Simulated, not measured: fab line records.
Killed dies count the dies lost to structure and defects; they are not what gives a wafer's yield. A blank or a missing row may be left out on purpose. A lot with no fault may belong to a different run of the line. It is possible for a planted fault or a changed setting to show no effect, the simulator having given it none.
Comparing a struck lot with a sound one | flow nandHarc | 14 out of 1159 route steps
Sound: the wafers L356.2, L356.4, L356.5. Wafers struck: L363.1, L363.5, L363.6. At the end, the cause is stated.
Each step with rows lists, per side, the tool, then ch with its chambers, then its first start. Under that, the readings that differ: sound wafers | struck wafers | difference of the means | sigmas: that difference in standard deviations of wafers without a fault.
alike: readings with means less than 2 such deviations apart, plus words and numbers identical on both sides. not compared: withheld readings, readings lacking a value on some wafer, bounds such as >300 that could conceal the same value, and numbers that have no deviation in the record and whose values overlap.
The two part at a step that has a row with sigmas, a row that says differs or no value, or rows on one side only. Numbers that don't overlap but have no deviation are shown without sigmas and don't part them. Lack of a reading on every wafer of one side parts them only where that side has two or more wafers.

first, 12 steps without rows for these wafers: NHARC_P_STI_ETCH_26 (etches SiO2 in dHF, target depth 11 nm); NHARC_P_STI_PRECLEAN_27 (cleans in SC1); NHARC_P_STI_SRD_28; NHARC_P_STI_OXIDE_29 (material SiO2, target thk 10 nm, ox time 1362 s); NHARC_P_STI_HM_DEP_30 (deposits Si3N4, target thk 80 nm, time 873 s); NHARC_P_STI_DEHYDRATE_01 (time 120 s); NHARC_P_STI_HMDS_02 (time 30 s); NHARC_P_STI_COAT_41 (time 65 s); NHARC_P_STI_COAT_03 (resist thk 600 nm); NHARC_P_STI_SOFTBAKE_04 (time 70 s); NHARC_P_STI_EBR_05; NHARC_P_STI_EXPOSE_06 (exposes mask P STI, target cd 200 nm).
NHARC_P_STI_PEB_07: peb time 80 s.
  struck on lithoTrack-03, day 7 23:56; sound on lithoTrack-07 ch 0, day 6 05:39
  no value came back on the struck wafers for chillPlateTempC (C), exhaustPa (Pa); on the sound wafers chillPlateTempC (C) reads 23.02 23.11 23.12
then, 1 step without rows for these wafers: NHARC_P_STI_DEVELOP_08 (time 50 s).

== WHERE THEY PART ==
Within this record, at NHARC_P_STI_PEB_07 only.

WHY: whatever the simulator had introduced
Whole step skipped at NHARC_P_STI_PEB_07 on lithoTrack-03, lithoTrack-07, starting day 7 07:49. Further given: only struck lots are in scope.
